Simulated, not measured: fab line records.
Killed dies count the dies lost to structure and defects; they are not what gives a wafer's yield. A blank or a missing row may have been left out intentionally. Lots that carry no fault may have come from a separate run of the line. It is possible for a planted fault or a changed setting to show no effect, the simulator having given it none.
fab line records    flow n5-finfet
[record] lots = 7  wafers = 21
route steps=1938 shown SDB@348 HKMG_FIN@438 MOL_CONTACT_COAG@535 BEOL_M0@715 BEOL_M2@890 BEOL_M4@1026
start-h: the number of hours between the record's first day and the start of the first shown wafer of the lot    wait-h: hours from the lot's prior step to this one    " unchanged from the row above    L1.1+2: several wafers, shown together as one row    - no value, or no start was given    * or withheld: withheld    < > ~ a bound
route shown NAME@n: names a module that has steps shown in the file, with the first one's number in the route    usual: the fault-free wafers' mean and standard deviation    same: alike in all rows    chamber/n: place in a boat    sites: the reading at each site    _std_site: how widely they spread, as a standard deviation    _edge_site: the outer-site mean with the inner-site mean subtracted    radius-mm: for every site, how far away it sits from the centre of the wafer    mask NAME#n: copy n    behind: the most recent tool/chamber to have shaped the wafer    hold: what put the lot on hold/how long, in hours/how the hold closed    device: names the non-switching transistor (n, p or np)    end of line: at the end of the route, the tests of the same wafers    a step with no rows: only its recipe    killed: not the wafer's yield, but the dies lost to structure and defects at the first sort    map: the dies of a wafer, with x for killed, . for not killed, _ for no die there
set.NAME: the setting as run; set.NAME@STEP: as run at that earlier step    model.NAME: the simulator's own value behind a step, which no gauge read
one table per step and one row per wafer, for lots whose settings were changed on purpose
[[steps]]
[step N5_SDB_COAT_03]
[recipe] resist = SOC  temp-c = 250  time-s = 60  spin-rpm = 1500  resist-thk-nm = 100
lot.wafer  tool            chamber  start-h  wait-h  set.spin-rpm  model.SOC_of_SDB_COAT_03.thk-nm
L075.3+6   litho-track-02  0        73.58    0.1     1563          98.2
L075.5     "               0        "        "       1500          100.4
L077.1     litho-track-05  0        92.86    0.1     1564          98
L077.2     "               0        "        "       1564          97.8
L077.6     "               0        "        "       1500          100
L080.1+6   litho-track-05  0        104.36   0.1     1648          95.4
L080.3     "               0        "        "       1500          99.6
L083.1     litho-track-03  0        122.56   0.1     1500          99.8
L083.3+6   "               0        "        "       1500          99.6
L090.3     litho-track-03  0        162.76   0.1     1397          103.4
L090.5     "               0        "        "       1500          99.6
L090.6     "               0        "        "       1500          99.4
L091.2+6   litho-track-02  0        168.86   0.1     1615          96.6
L091.5     "               0        "        "       1615          96.8
L095.2     litho-track-03  0        193.09   0.1     1500          100
L095.3     "               0        "        "       1500          99.8
L095.6     "               0        "        "       1500          99.6
[step N5_SDB_COAT_04]
[recipe] resist = SiARC  temp-c = 220  time-s = 60  spin-rpm = 1500  resist-thk-nm = 18
[step N5_SDB_COAT_05]
[recipe] resist = CAR-ArF  spin-rpm = 1500  resist-thk-nm = 90
[step N5_SDB_DESCUM_16]
[recipe] chemistry = O2  time-s = 7.9  source-power-w = 50  bias-power-w = 20  pressure-mtorr = 20  rf-frequency-hz = 2.712e+07  temp-c = 40  resist = CAR-ArF  o2-flow-sccm = 225
[step N5_SDB_ETCH_17]
[recipe] chemistry = CF4  target = SiARC  target-depth-a = 234  mask-material = CAR-ArF  time-s = 39  ion-energy-ev = 80  pressure-mtorr = 40  source-w = 545  bias-w = 36  Ar_flow_sccm = 100  cf4-flow-sccm = 100  ends = cleared
[step N5_SDB_ETCH_18]
[recipe] chemistry = N2/H2  target = SOC  target-depth-a = 1000  overetch-a = 200  mask-material = SiARC  temp-c = 40  time-s = 150  ion-energy-ev = 200  pressure-mtorr = 30  source-w = 840  bias-w = 150  n2-flow-sccm = 200  h2-flow-sccm = 200
lot.wafer  tool         chamber  start-h  wait-h  set.spin-rpm@SDB_COAT_03  model.etch.depth-nm
L075.3     rie-diel-03  0        73.99    0.0     1563                      98.13
L075.5     "            1        "        "       1500                      100.4
L075.6     "            2        "        "       1563                      98.15
L077.1     rie-diel-02  2        93.57    0.0     1564                      97.93
L077.2     "            0        "        "       1564                      97.7
L077.6     "            2        "        "       1500                      99.94
L080.1     rie-diel-02  0        104.89   0.0     1648                      95.37
L080.3     "            2        "        "       1500                      99.51
L080.6     "            2        "        "       1648                      95.45
L083.1     rie-diel-04  1        123.09   0.0     1500                      99.81
L083.3     "            2        "        "       1500                      99.66
L083.6     "            2        "        "       1500                      99.5
L090.3     rie-diel-02  1        163.46   0.0     1397                      103.5
L090.5     "            2        "        "       1500                      99.55
L090.6     "            1        "        "       1500                      99.47
L091.2     rie-diel-03  0        169.64   0.0     1615                      96.56
L091.5     "            0        "        "       1615                      96.76
L091.6     "            3        "        "       1615                      96.7
L095.2     rie-diel-04  3        193.51   0.0     1500                      100.1
L095.3     "            2        "        "       1500                      99.71
L095.6     "            1        "        "       1500                      99.55
[step N5_SDB_STRIP_19]
[recipe] chemistry = N2/H2  temp-c = 40  n2-flow-sccm = 200  h2-flow-sccm = 200  rf-frequency-hz = 6e+07
[step N5_SDB_STRIP_21]
[recipe] chemistry = CF4  resist = SiARC  power-w = 300  bias-power-w = 75  pressure-mtorr = 50  cf4-flow-sccm = 150  rf-frequency-hz = 6e+07
[step N5_SDB_HM_OPEN_20]
[recipe] chemistry = CH3F/O2  target = SiNx  mask-material = SOC  target-depth-a = 240  stop-on = poly-Si  over-etch-frac = 0.4  ion-energy-ev = 120  pressure-mtorr = 30  source-w = 395  bias-w = 73  Ar_flow_sccm = 150  CH3F_flow_sccm = 30  O2_flow_sccm = 20
lot.wafer  tool         chamber  start-h  wait-h  set.spin-rpm@SDB_COAT_03  model.SOC_of_SDB_COAT_03.thk-nm
L075.3+6   rie-diel-03  0,2      74.15    0.0     1563                      81.6
L075.5     "            1        "        "       1500                      85.6
L077.1     rie-diel-02  2        93.73    0.0     1564                      81.8
L077.2     "            0        "        "       1564                      81.6
L077.6     "            2        "        "       1500                      83.8
L080.1     rie-diel-02  0        105.05   0.0     1648                      79.2
L080.3     "            2        "        "       1500                      83.4
L080.6     "            2        "        "       1648                      79.4
L083.1     rie-diel-04  1        123.25   0.0     1500                      83.2
L083.3     "            2        "        "       1500                      84
L083.6     "            2        "        "       1500                      83.8
L090.3     rie-diel-02  1        163.62   0.0     1397                      87.8
L090.5     "            2        "        "       1500                      83.4
L090.6     "            1        "        "       1500                      84
L091.2+6   rie-diel-03  0,3      169.80   0.0     1615                      80.4
L091.5     "            0        "        "       1615                      80.6
L095.2     rie-diel-04  3        193.67   0.0     1500                      84.2
L095.3     "            2        "        "       1500                      83.4
L095.6     "            1        "        "       1500                      83
[step N5_SDB_STRIP_22]
[recipe] chemistry = N2/H2  power-w = 1000  temp-c = 250  h2-frac = 0.65  overash-fraction = 0.3  pressure-mtorr = withheld  n2-flow-sccm = 1750  h2-flow-sccm = 3250
[usual] strip-time-to-endpoint-s = 96.2/0.6
lot.wafer  tool             chamber  start-h  wait-h  set.spin-rpm@SDB_COAT_03  strip-time-to-endpoint-s
L075.3     plasma-asher-01  0        74.27    0.1     1563                      94.0
L075.5     "                0        "        "       1500                      97.7
L075.6     "                1        "        "       1563                      93.9
L077.1     plasma-asher-01  0        93.81    0.1     1564                      94.1
L077.2     "                1        "        "       1564                      93.9
L077.6     "                0        "        "       1500                      96.0
L080.1     plasma-asher-01  1        105.13   0.1     1648                      91.8
L080.3     "                1        "        "       1500                      95.7
L080.6     "                0        "        "       1648                      91.9
L083.1     plasma-asher-01  0        123.33   0.1     1500                      95.5
L083.3     "                0        "        "       1500                      96.2
L083.6     "                1        "        "       1500                      96.0
L090.3     plasma-asher-02  0        163.74   0.1     1397                      99.8
L090.5     "                0        "        "       1500                      95.6
L090.6     "                1        "        "       1500                      96.3
L091.2     plasma-asher-01  0        169.88   0.1     1615                      92.8
L091.5     "                0        "        "       1615                      93.0
L091.6     "                1        "        "       1615                      92.8
L095.2     plasma-asher-01  0        193.75   0.1     1500                      96.4
L095.3     "                0        "        "       1500                      95.7
L095.6     "                1        "        "       1500                      95.2
[step N5_SDB_ALD_29]
[recipe] material = SiNx  target-thk-a = 300  temp-c = 400  ald-precursor-family = SiH2I2  ald-co-reactant = N2/H2-plasma  pulse-time-s = 1  ald-cycles = 600  purge-time-s = 2  co-reactant-purge-time-s = 2  pressure-torr = 2
lot.wafer   tool        chamber  start-h  wait-h  set.ald-cycles  model.SiNx_of_SDB_ALD_29.thk-nm
L075.3+6    ald-sin-02  0,2      74.71    0.0     600             30
L075.5      "           1        76.06    1.4     511             25.6
L077.1+2+6  ald-sin-03  3,2,1    94.65    0.0     600             30
L080.1+6    ald-sin-02  1,0      105.61   0.0     600             30
L080.3      "           3        "        "       600             29.8
L083.1+6    ald-sin-04  3,2      123.94   0.0     600             30
L083.3      "           1        "        "       600             30.2
L090.3      ald-sin-02  1        164.82   0.0     684             34
L090.5      "           2        166.17   1.4     600             30
L090.6      "           1        "        "       684             34.2
L091.2+5+6  ald-sin-02  3,0,3    170.36   0.0     600             30.2
L095.2      ald-sin-02  2        194.25   0.0     641             32
L095.3      "           3        "        "       600             30
L095.6      "           2        195.60   1.4     641             31.8
[step N5_HKMG_FIN_ETCH_35]
[recipe] chemistry = N2/H2  target = SOC  target-depth-a = 2158  ion-energy-ev = 65  bias-w = 5  source-w = 3000  time-s = 243.4  pressure-mtorr = 30  n2-flow-sccm = 200  h2-flow-sccm = 200
[usual] rf-vpp-V = 141.8/0.97
lot.wafer  tool         chamber  start-h  wait-h  set.bias-w  rf-vpp-V
L075.3     rie-diel-03  2        82.94    0.0     5           141.3
L075.5     "            2        "        "       5           140.7
L075.6     "            1        "        "       5           141.8
L077.1     rie-diel-04  2        103.26   0.0     4.436       129.5
L077.2     "            3        "        "       4.436       131.7
L077.6     "            1        "        "       5           141.8
L080.1     rie-diel-04  1        114.10   0.0     5.412       148.9
L080.3     "            2        "        "       5           140.1
L080.6     "            2        "        "       5.412       147.5
L083.1     rie-diel-04  0        132.31   0.0     5           143.2
L083.3     "            2        "        "       5           140.0
L083.6     "            2        "        "       5           140.0
L090.3     rie-diel-03  1        173.35   0.0     5.843       157.8
L090.5     "            3        "        "       5.843       159.2
L090.6     "            0        "        "       5           142.0
L091.2     rie-diel-03  0        179.91   0.0     5.827       156.5
L091.5     "            2        "        "       5           142.0
L091.6     "            3        "        "       5.827       157.6
L095.2     rie-diel-02  3        202.71   0.0     4.647       135.0
L095.3     "            0        "        "       5           140.7
L095.6     "            3        "        "       5           141.0
[step N5_MOL_CONTACT_COAG_CONTACT_ETCH_14]
[recipe] chemistry = C4F6/O2  target = SiO2  target-depth-a = 275  overetch-a = 85  mask-material = SOC  pressure-mtorr = 30  source-w = 370  bias-w = 185  Ar_flow_sccm = 300  C4F6_flow_sccm = 16  O2_flow_sccm = 10  time-s = 20  ion-energy-ev = 259.6
[usual] rf-vpp-V = 693/3.2
lot.wafer  tool         chamber  start-h  wait-h  set.source-w  rf-vpp-V
L075.3     rie-diel-03  1        95.66    0.0     370           693
L075.5     "            2        "        "       370           689
L075.6     "            3        "        "       370           688
L077.1     rie-diel-02  2        115.66   0.0     370           697
L077.2     "            3        "        "       370           690
L077.6     "            1        "        "       370           691
L080.1     rie-diel-02  2        126.36   0.0     348.2         708
L080.3     "            3        "        "       348.2         701
L080.6     "            0        "        "       370           695
L083.1     rie-diel-03  0        144.36   0.0     370           695
L083.3     "            1        "        "       370           690
L083.6     "            0        "        "       370           694
L090.3     rie-diel-02  1        185.49   0.0     405.8         676
L090.5     "            0        "        "       405.8         663
L090.6     "            1        "        "       370           691
L091.2     rie-diel-02  0        193.22   0.0     370           693
L091.5     "            3        "        "       370           692
L091.6     "            0        "        "       370           693
L095.2     rie-diel-04  0        216.94   0.0     318           717
L095.3     "            3        "        "       318           736
L095.6     "            2        "        "       370           699
[step N5_MOL_CONTACT_COAG_ALD_131]
[recipe] material = SiO2  target-thk-a = 50  temp-c = 100  ald-precursor-family = BDEAS  ald-co-reactant = O2-plasma  pulse-time-s = 1  co-reactant-pulse-time-s = 1  purge-time-s = 2  co-reactant-purge-time-s = 2  ald-cycles = 35  pressure-torr = 2
lot.wafer   tool        chamber  start-h  wait-h  set.ald-cycles  model.SiO2_of_MOL_CONTACT_COAG_ALD_131.thk-nm
L075.3+5+6  ald-sin-03  3,2,1    103.92   0.1     35              5
L077.1+6    ald-sin-04  0,3      126.64   0.2     40              5.8
L077.2      "           1        "        "       35              5
L080.1+6    ald-sin-04  3,2      140.38   0.1     35              5
L080.3      "           2        "        "       38              5.4
L083.1+3+6  ald-sin-04  2,1,3    153.84   0.1     35              5
L090.3+6    ald-sin-03  3,0      194.04   0.1     33              4.6
L090.5      "           3        "        "       35              5
L091.2+5+6  ald-sin-03  1,3,2    203.10   0.1     35              5
L095.2      ald-sin-04  0        228.05   0.1     35              5
L095.3+6    "           2        "        "       38              5.4
[step N5_MOL_CONTACT_COAG_ETCH_91]
[recipe] chemistry = N2/H2  target = SOC  target-depth-a = 600  overetch-a = 210  mask-material = SiARC  temp-c = 40  time-s = 101.2  ion-energy-ev = 200  pressure-mtorr = 30  source-w = 840  bias-w = 150  n2-flow-sccm = 200  h2-flow-sccm = 200
[usual] rf-vpp-V = 524.4/2.5
lot.wafer  tool         chamber  start-h  wait-h  set.source-w  rf-vpp-V
L075.3     rie-diel-04  0        104.13   0.0     840           526.2
L075.5     "            2        "        "       930.9         501.7
L075.6     "            1        "        "       930.9         506.6
L077.1     rie-diel-02  1        126.86   0.0     840           523.8
L077.2     "            3        "        "       945.8         501.5
L077.6     "            1        "        "       840           523.7
L080.1     rie-diel-02  2        140.59   0.0     730.1         552.4
L080.3     "            0        "        "       730.1         549.3
L080.6     "            3        "        "       730.1         546.6
L083.1     rie-diel-02  1        154.06   0.0     840           524.3
L083.3     "            0        "        "       840           525.3
L083.6     "            1        "        "       840           522.6
L090.3     rie-diel-02  2        194.25   0.0     840           527.6
L090.5     "            0        "        "       840           523.9
L090.6     "            2        "        "       745.4         548.7
L091.2     rie-diel-04  2        203.32   0.0     895.5         517.8
L091.5     "            0        "        "       840           526.4
L091.6     "            1        "        "       840           523.4
L095.2     rie-diel-02  3        228.27   0.0     840           522.5
L095.3     "            1        "        "       840           522.1
L095.6     "            0        "        "       840           524.7
[step N5_BEOL_M0_ETCH_138]
[recipe] chemistry = CH3F/O2  target-depth-a = 120  target = SiCN  time-s = 31.6  ion-energy-ev = 120  pressure-mtorr = 30  source-w = 395  bias-w = 75  Ar_flow_sccm = 150  CH3F_flow_sccm = 30  O2_flow_sccm = 20  ends = cleared
[usual] rf-vpp-V = 297.6/1.6
lot.wafer  tool         chamber  start-h  wait-h  set.source-w  rf-vpp-V
L075.3     rie-diel-03  1        117.65   0.0     395           297.6
L075.5     "            3        "        "       395           295.7
L075.6     "            2        "        "       395           295.3
L077.1     rie-diel-03  1        141.92   0.0     367.8         304.2
L077.2     "            2        "        "       395           295.2
L077.6     "            0        "        "       395           296.9
L080.1     rie-diel-02  2        155.76   0.0     395           300.0
L080.3     "            0        "        "       458.6         282.7
L080.6     "            1        "        "       395           295.2
L083.1     rie-diel-02  3        168.34   0.0     395           295.2
L083.3     "            2        "        "       395           297.8
L083.6     "            2        "        "       395           300.3
L090.3     rie-diel-04  2        212.90   0.0     360.6         308.7
L090.5     "            0        "        "       395           298.1
L090.6     "            3        "        "       395           297.9
L091.2     rie-diel-02  1        218.75   0.0     362           306.2
L091.5     "            3        "        "       395           297.3
L091.6     "            2        "        "       395           299.3
L095.2     rie-diel-02  1        242.08   0.0     395           296.9
L095.3     "            0        "        "       395           298.7
L095.6     "            1        "        "       395           296.3
[step N5_BEOL_M0_DEP_125]
[recipe] material = SiCN  target-thk-a = 80  temp-c = withheld  precursor = 3MS/NH3  pressure-torr = 3  rf-w = 202  time-s = 14
lot.wafer   tool      chamber  start-h  wait-h  set.time-s  model.SiCN_of_BEOL_M0_DEP_125.thk-nm
L075.3+5    pecvd-04  0        125.48   0.0     16.04       9.4
L075.6      "         1        "        "       14          8.2
L077.1+2+6  pecvd-02  2,1,2    150.67   0.0     14          8
L080.1+3+6  pecvd-04  2,0,1    160.71   0.0     14          8.2
L083.1+6    pecvd-01  0,1      186.16   0.0     14          8
L083.3      "         1        "        "       14          7.8
L090.3      pecvd-01  2        218.33   0.0     14          7.8
L090.5      "         0        "        "       14.73       8.4
L090.6      "         1        "        "       14          8
L091.2      pecvd-02  0        222.57   0.0     12.28       6.8
L091.5      "         0        "        "       14          7.8
L091.6      "         1        "        "       14          8.2
L095.2      pecvd-04  1        247.85   0.0     14          7.8
L095.3      "         0        "        "       15.92       9
L095.6      "         1        "        "       14          8
[step N5_BEOL_M2_TRENCH_ETCH_37]
[recipe] chemistry = C4F6/O2  target-depth-a = 555.55  target = SiOC  time-s = 29.2  ion-energy-ev = 250  pressure-mtorr = 30  source-w = 355  bias-w = 185  Ar_flow_sccm = 300  C4F6_flow_sccm = 10  O2_flow_sccm = 10
[usual] rf-vpp-V = 668/18
lot.wafer  tool         chamber  start-h  wait-h  set.source-w  rf-vpp-V
L075.3     rie-diel-03  2        -        -       329           696
L075.5     "            1        "        "       355           658
L075.6     "            2        "        "       355           670
L077.1     rie-diel-02  3        -        -       355           654
L077.2     "            0        "        "       307           698
L077.6     "            0        "        "       355           647
L083.1     rie-diel-02  3        -        -       355           656
L083.3     "            0        "        "       355           649
L083.6     "            2        "        "       355           655
L080.1     rie-diel-03  1        -        -       355           659
L080.3     "            0        "        "       355           676
L080.6     "            0        "        "       355           675
L090.3     rie-diel-04  3        -        -       355           695
L090.5     "            0        "        "       355           643
L090.6     "            1        "        "       333.4         685
L091.2     rie-diel-02  0        -        -       355           647
L091.5     "            1        "        "       305.4         724
L091.6     "            2        "        "       305.4         707
L095.2     rie-diel-02  2        -        -       378           635
L095.3     "            3        "        "       355           652
L095.6     "            1        "        "       355           669
[step N5_BEOL_M4_COAT_62]
[recipe] resist = SiARC  temp-c = 220  time-s = 60  spin-rpm = 1500  resist-thk-nm = 12
lot.wafer   tool            chamber  start-h  wait-h  set.spin-rpm  model.SiARC_of_BEOL_M4_COAT_62.thk-nm
L075.3+5+6  litho-track-04  0        -        -       1500          12
L077.1+2+6  litho-track-05  0        -        -       1500          12
L083.1+3+6  litho-track-01  0        -        -       1500          12
L080.1      litho-track-04  0        -        -       1589          11.6
L080.3+6    "               0        "        "       1500          12
L091.2+6    litho-track-04  0        -        -       1500          12
L091.5      "               0        "        "       1393          12.4
L090.3+5+6  litho-track-01  0        -        -       1500          12
L095.2      litho-track-04  0        -        -       1500          12
L095.3+6    "               0        "        "       1587          11.8
[step N5_BEOL_M4_COAT_73]
[recipe] resist = underlayer  temp-c = 205  time-s = 60  spin-rpm = 1500  resist-thk-nm = 5
[step N5_BEOL_M4_COAT_05]
[recipe] resist = CAR-EUV  spin-rpm = 1500  resist-thk-nm = 30
[step N5_BEOL_M4_DESCUM_16]
[recipe] chemistry = O2  time-s = 7  source-power-w = 50  bias-power-w = 20  pressure-mtorr = 20  rf-frequency-hz = 2.712e+07  temp-c = 40  resist = CAR-EUV  o2-flow-sccm = 225
[step N5_BEOL_M4_ETCH_74]
[recipe] chemistry = N2/H2  target = underlayer  target-depth-a = 65  mask-material = CAR-EUV  time-s = 5.2  ion-energy-ev = 200  pressure-mtorr = 30  source-w = 840  bias-w = 150  n2-flow-sccm = 200  h2-flow-sccm = 200  ends = cleared
[step N5_BEOL_M4_ETCH_63]
[recipe] chemistry = CF4  target = SiARC  target-depth-a = 156  mask-material = CAR-EUV  time-s = 26  ion-energy-ev = 80  pressure-mtorr = 40  source-w = 545  bias-w = 36  Ar_flow_sccm = 100  cf4-flow-sccm = 100  ends = cleared
lot.wafer  tool         chamber  start-h  wait-h  set.spin-rpm@BEOL_M4_COAT_62  model.etch.depth-nm
L075.3+5   rie-diel-03  0,2      167.14   0.0     1500                          12.03
L075.6     "            1        "        "       1500                          12.02
L077.1     rie-diel-03  3        210.92   0.0     1500                          12.04
L077.2     "            2        "        "       1500                          12.03
L077.6     "            2        "        "       1500                          12
L083.1     rie-diel-02  3        232.88   0.0     1500                          12.04
L083.3     "            0        "        "       1500                          12.01
L083.6     "            3        "        "       1500                          12.02
L080.1     rie-diel-04  3        236.79   0.0     1589                          11.62
L080.3     "            2        "        "       1500                          11.96
L080.6     "            1        "        "       1500                          11.93
L091.2     rie-diel-03  2        281.54   0.0     1500                          12.01
L091.5     "            2        "        "       1393                          12.45
L091.6     "            3        "        "       1500                          11.98
L090.3     rie-diel-02  2        304.13   0.0     1500                          12.06
L090.5     "            3        "        "       1500                          12.01
L090.6     "            2        "        "       1500                          12.05
L095.2     rie-diel-03  0        309.25   0.0     1500                          12.07
L095.3     "            1        "        "       1587                          11.71
L095.6     "            2        "        "       1587                          11.73
[step N5_BEOL_M4_ETCH_64]
[recipe] chemistry = N2/H2  target = SOC  target-depth-a = 750  overetch-a = 225  mask-material = SiARC  temp-c = 40  time-s = 121.9  ion-energy-ev = 200  pressure-mtorr = 30  source-w = 840  bias-w = 150  n2-flow-sccm = 200  h2-flow-sccm = 200
[usual] rf-vpp-V = 524.1/2.5
lot.wafer  tool         chamber  start-h  wait-h  set.bias-w  rf-vpp-V  model.SiARC_of_BEOL_M4_COAT_62.thk-nm
L075.3     rie-diel-03  0        167.17   0.0     123.2       463.3     7.4
L075.5     "            2        "        "       150         519.9     6
L075.6     "            1        "        "       123.2       462.5     8.4
L077.1     rie-diel-03  3        210.95   0.0     150         529.8     6
L077.2     "            2        "        "       150         520.5     6.2
L077.6     "            2        "        "       167         557.5     5.2
L083.1     rie-diel-02  3        232.91   0.0     150         520.6     6.4
L083.3     "            0        "        "       150         525.3     6.2
L083.6     "            3        "        "       150         521.0     6.2
L080.1     rie-diel-04  3        236.82   0.0     150         526.0     5.8
L080.3     "            2        "        "       150         527.6     6.4
L080.6     "            1        "        "       150         523.8     6
L091.2     rie-diel-03  0        281.56   0.0     162.2       550.7     5.4
L091.5     "            0        "        "       150         524.4     6.4
L091.6     "            2        "        "       150         520.0     6
L090.3     rie-diel-02  2        304.16   0.0     150         526.7     6.4
L090.5     "            3        "        "       150         521.7     6.2
L090.6     "            2        "        "       134.5       492.5     7.2
L095.2     rie-diel-03  0        309.28   0.0     143.1       508.5     6.4
L095.3     "            1        "        "       150         521.4     6.4
L095.6     "            2        "        "       143.1       505.7     6.2
[[key]]
[split] step = N5_SDB_COAT_03  setting = spin-rpm  stated = 1500  by = wafer
[response] step = N5_SDB_COAT_03  reading = model.SOC_of_SDB_COAT_03.thk-nm  change = -0.479  per = 1%  r = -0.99
[response] step = N5_SDB_ETCH_18  reading = model.etch.depth-nm  change = -0.478  per = 1%  r = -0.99
[response] step = N5_SDB_HM_OPEN_20  reading = model.SOC_of_SDB_COAT_03.thk-nm  change = -0.523  per = 1%  r = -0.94
[response] step = N5_SDB_STRIP_22  reading = strip-time-to-endpoint-s  change = *  per = 1%  r = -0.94
[split] step = N5_SDB_ALD_29  setting = ald-cycles  stated = 600  by = wafer
[response] step = N5_SDB_ALD_29  reading = model.SiNx_of_SDB_ALD_29.thk-nm  change = +0.293  per = 1%  r = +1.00
[split] step = N5_HKMG_FIN_ETCH_35  setting = bias-w  stated = 5  by = wafer
[response] step = N5_HKMG_FIN_ETCH_35  reading = rf-vpp-V  change = +0.946  per = 1%  r = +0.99
[split] step = N5_MOL_CONTACT_COAG_CONTACT_ETCH_14  setting = source-w  stated = 370  by = wafer
[response] step = N5_MOL_CONTACT_COAG_CONTACT_ETCH_14  reading = rf-vpp-V  change = -2.04  per = 1%  r = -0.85
[split] step = N5_MOL_CONTACT_COAG_ALD_131  setting = ald-cycles  stated = 35  by = wafer
[response] step = N5_MOL_CONTACT_COAG_ALD_131  reading = model.SiO2_of_MOL_CONTACT_COAG_ALD_131.thk-nm  change = +0.0536  per = 1%  r = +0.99
[split] step = N5_MOL_CONTACT_COAG_ETCH_91  setting = source-w  stated = 840  by = wafer
[response] step = N5_MOL_CONTACT_COAG_ETCH_91  reading = rf-vpp-V  change = -1.85  per = 1%  r = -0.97
[split] step = N5_BEOL_M0_ETCH_138  setting = source-w  stated = 395  by = wafer
[response] step = N5_BEOL_M0_ETCH_138  reading = rf-vpp-V  change = -1  per = 1%  r = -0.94
[split] step = N5_BEOL_M0_DEP_125  setting = time-s  stated = 14  by = wafer
[response] step = N5_BEOL_M0_DEP_125  reading = model.SiCN_of_BEOL_M0_DEP_125.thk-nm  change = +0.0863  per = 1%  r = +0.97
[split] step = N5_BEOL_M2_TRENCH_ETCH_37  setting = source-w  stated = 355  by = wafer
[response] step = N5_BEOL_M2_TRENCH_ETCH_37  reading = rf-vpp-V  change = -4.11  per = 1%  r = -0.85
[split] step = N5_BEOL_M4_COAT_62  setting = spin-rpm  stated = 1500  by = wafer
[response] step = N5_BEOL_M4_COAT_62  reading = model.SiARC_of_BEOL_M4_COAT_62.thk-nm  change = -0.0533  per = 1%  r = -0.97
[response] step = N5_BEOL_M4_ETCH_63  reading = model.etch.depth-nm  change = -0.0601  per = 1%  r = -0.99
[split] step = N5_BEOL_M4_ETCH_64  setting = bias-w  stated = 150  by = wafer
[response] step = N5_BEOL_M4_ETCH_64  reading = rf-vpp-V  change = +3.13  per = 1%  r = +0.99
[response] step = N5_BEOL_M4_ETCH_64  reading = model.SiARC_of_BEOL_M4_COAT_62.thk-nm  change = -0.0927  per = 1%  r = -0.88
